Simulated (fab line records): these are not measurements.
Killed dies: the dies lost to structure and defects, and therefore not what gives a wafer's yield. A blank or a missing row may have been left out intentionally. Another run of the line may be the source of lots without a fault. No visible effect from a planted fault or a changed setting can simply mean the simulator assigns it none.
Chamber matching :: flow n5-finfet :: rie-diel-02 running N5_BEOL_M8_ETCH_62: 4 sister chambers
The step etches SOC in N2/H2, target depth 110 nm, overetch 22 nm, time 165 s. 8 wafers are shown with their chamber, then 8 later ones without.

== EACH WAFER AND ITS CHAMBER ==
wafer: L080.6
chamber: 2
throttle-valve-pct (%): 18.03
showerhead-plenum-p-Torr (Torr): 2.63

wafer: L082.1
chamber: 3
throttle-valve-pct (%): 17.63
showerhead-plenum-p-Torr (Torr): 2.56

wafer: L082.4
chamber: 1
throttle-valve-pct (%): 17.50
showerhead-plenum-p-Torr (Torr): 2.58

wafer: L082.5
chamber: 0
throttle-valve-pct (%): 18.15
showerhead-plenum-p-Torr (Torr): 2.43

wafer: L086.1
chamber: 3
throttle-valve-pct (%): 17.64
showerhead-plenum-p-Torr (Torr): 2.56

wafer: L086.2
chamber: 2
throttle-valve-pct (%): 18.07
showerhead-plenum-p-Torr (Torr): 2.63

wafer: L086.4
chamber: 0
throttle-valve-pct (%): 18.16
showerhead-plenum-p-Torr (Torr): 2.42

wafer: L088.2
chamber: 1
throttle-valve-pct (%): 17.51
showerhead-plenum-p-Torr (Torr): 2.57

== WAFERS MISSING THEIR CHAMBER ==
wafer: L088.5
throttle-valve-pct (%): 18.17
showerhead-plenum-p-Torr (Torr): 2.42

wafer: L088.6
throttle-valve-pct (%): 17.64
showerhead-plenum-p-Torr (Torr): 2.56

wafer: L094.4
throttle-valve-pct (%): 18.19
showerhead-plenum-p-Torr (Torr): 2.42

wafer: L094.5
throttle-valve-pct (%): 17.53
showerhead-plenum-p-Torr (Torr): 2.57

wafer: L094.6
throttle-valve-pct (%): 18.10
showerhead-plenum-p-Torr (Torr): 2.62

wafer: L095.2
throttle-valve-pct (%): 17.53
showerhead-plenum-p-Torr (Torr): 2.56

wafer: L095.4
throttle-valve-pct (%): 17.56
showerhead-plenum-p-Torr (Torr): 2.56

wafer: L095.5
throttle-valve-pct (%): 18.19
showerhead-plenum-p-Torr (Torr): 2.42

== EACH ONE'S CHAMBER ==
wafer: L088.5
from the rows above: 0
in truth: 0

wafer: L088.6
from the rows above: 3
in truth: 3

wafer: L094.4
from the rows above: 0
in truth: 0

wafer: L094.5
from the rows above: 1
in truth: 1

wafer: L094.6
from the rows above: 2
in truth: 2

wafer: L095.2
from the rows above: 1
in truth: 1

wafer: L095.4
from the rows above: can't be placed: 1 or 3
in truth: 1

wafer: L095.5
from the rows above: 0
in truth: 0
Correctly placed: 7 of 8. Can't be placed from these rows: 1 (the true chamber is among the candidates in 1). Number placed wrongly: 0.
How it was worked out, from the rows above alone: a wafer's distance from a chamber is the root of the sum, over the readings, of the square of ((its reading less the chamber's mean) divided by the reading's scatter). The wafer belongs to the nearest chamber; if the next one is less than 2 further off, it can't be placed. The mean given for a chamber averages the wafers shown for that chamber. The scatter: the root of (the sum of the squares of (reading less its chamber's mean) over the shown wafers, divided by (wafers less chambers)).
